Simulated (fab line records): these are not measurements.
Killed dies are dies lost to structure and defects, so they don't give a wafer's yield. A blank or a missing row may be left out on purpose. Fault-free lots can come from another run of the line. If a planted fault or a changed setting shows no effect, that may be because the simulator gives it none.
Chamber matching	flow n5 finfet	N5_BEOL_M1_ETCHBACK_99 on rie diel-02: 4 sister chambers
The step etches SiO2 in CHF3, target depth 5 nm, time 10.4 s. 8 wafers are shown with their chamber, then 11 later ones without.

== WAFERS, EACH WITH ITS CHAMBER ==
wafer	chamber	drypump motor current A (A)	showerhead plenum p Torr (Torr)
L078.2	1	6.4	2.14
L085.1	0	6.3	2.12
L085.3	3	5.5	2.27
L085.6	1	6.4	2.14
L088.1	2	6.3	2.17
L088.2	0	6.3	2.11
L088.4	3	5.5	2.27
L089.3	2	6.4	2.17

== WAFERS WITH NO CHAMBER GIVEN ==
wafer	drypump motor current A (A)	showerhead plenum p Torr (Torr)
L089.4	6.3	2.11
L089.6	6.3	2.11
L094.1	6.4	2.13
L094.4	6.3	2.11
L094.5	6.4	2.13
L092.1	6.4	2.13
L092.3	6.4	2.17
L092.5	6.3	2.11
L097.4	5.5	2.27
L097.5	6.3	2.11
L097.6	5.5	2.27

== CHAMBER TAKEN BY EACH ==
wafer	from the rows above	in truth
L089.4	0	0
L089.6	0	0
L094.1	1	1
L094.4	0	0
L094.5	1	1
L092.1	1	1
L092.3	2	2
L092.5	0	0
L097.4	3	3
L097.5	0	0
L097.6	3	3
Correct placement for 11 of the 11. From these rows, 0 cannot be placed. Number placed wrongly: 0.
How it was worked out, from the rows above alone: a wafer's distance from a chamber is the root of the sum, over the readings, of the square of ((its reading less the chamber's mean) divided by the reading's scatter). If the next closest chamber is less than 2 further off than the closest, the wafer can't be placed; otherwise it belongs to the closest. For every chamber, the mean is computed from those of its wafers that are shown. How the scatter is found: for the shown wafers, subtract from each reading the mean of its chamber, square and add these, divide the total by (wafers less chambers), then take the root.
